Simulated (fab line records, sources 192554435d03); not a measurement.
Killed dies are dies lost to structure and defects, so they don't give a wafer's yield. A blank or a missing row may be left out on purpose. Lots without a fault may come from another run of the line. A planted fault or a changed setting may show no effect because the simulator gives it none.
Chamber matching | flow n5_finfet | N5_SPACER0_ALD_00 on ald_sin-03: 4 sister chambers
The step deposits SiOCN, target thk 3.5 nm, pulse time 3 s, purge time 2 s. 8 wafers are shown with their chamber, then 9 later ones without.

WAFERS WITH THEIR CHAMBER
wafer  | chamber | heater_power_w (W) | precursor_pulse_height_rel
L077.6 | 2       | 863                | 0.985
L078.3 | 0       | 954                | 0.987
L083.5 | 3       | 767                | 1.048
L084.4 | 0       | 950                | 0.969
L084.6 | 3       | 769                | 0.996
L087.3 | 1       | 785                | 1.028
L087.4 | 1       | 813                | 1.061
L087.5 | 2       | 901                | 1.020

WAFERS WITHOUT THEIR CHAMBER
wafer  | heater_power_w (W) | precursor_pulse_height_rel
L092.1 | 920                | 1.009
L092.2 | 756                | 0.998
L092.3 | 964                | 1.030
L094.3 | 762                | 1.012
L094.5 | 941                | 0.980
L094.6 | 802                | 1.011
L097.1 | 761                | 0.975
L097.3 | 797                | 1.000
L097.6 | 758                | 1.029

WHICH CHAMBER EACH WENT THROUGH
wafer  | from the rows above     | in truth
L092.1 | can't be placed: 0 or 2 | 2
L092.2 | can't be placed: 3 or 1 | 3
L092.3 | 0                       | 0
L094.3 | 3                       | 3
L094.5 | 0                       | 0
L094.6 | can't be placed: 1 or 3 | 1
L097.1 | can't be placed: 3 or 1 | 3
L097.3 | can't be placed: 1 or 3 | 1
L097.6 | can't be placed: 3 or 1 | 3
Placed correctly: 3 of 9. Can't be placed from these rows: 6 (the true chamber is among the candidates in 6). Placed wrongly: 0.
How it was worked out, from the rows above alone: a wafer's distance from a chamber is the root of the sum, over the readings, of the square of ((its reading less the chamber's mean) divided by the reading's scatter). The wafer belongs to the nearest chamber; if the next one is less than 2 further off, it can't be placed. A chamber's mean is the mean of its shown wafers. The scatter: the root of (the sum of the squares of (reading less its chamber's mean) over the shown wafers, divided by (wafers less chambers)).
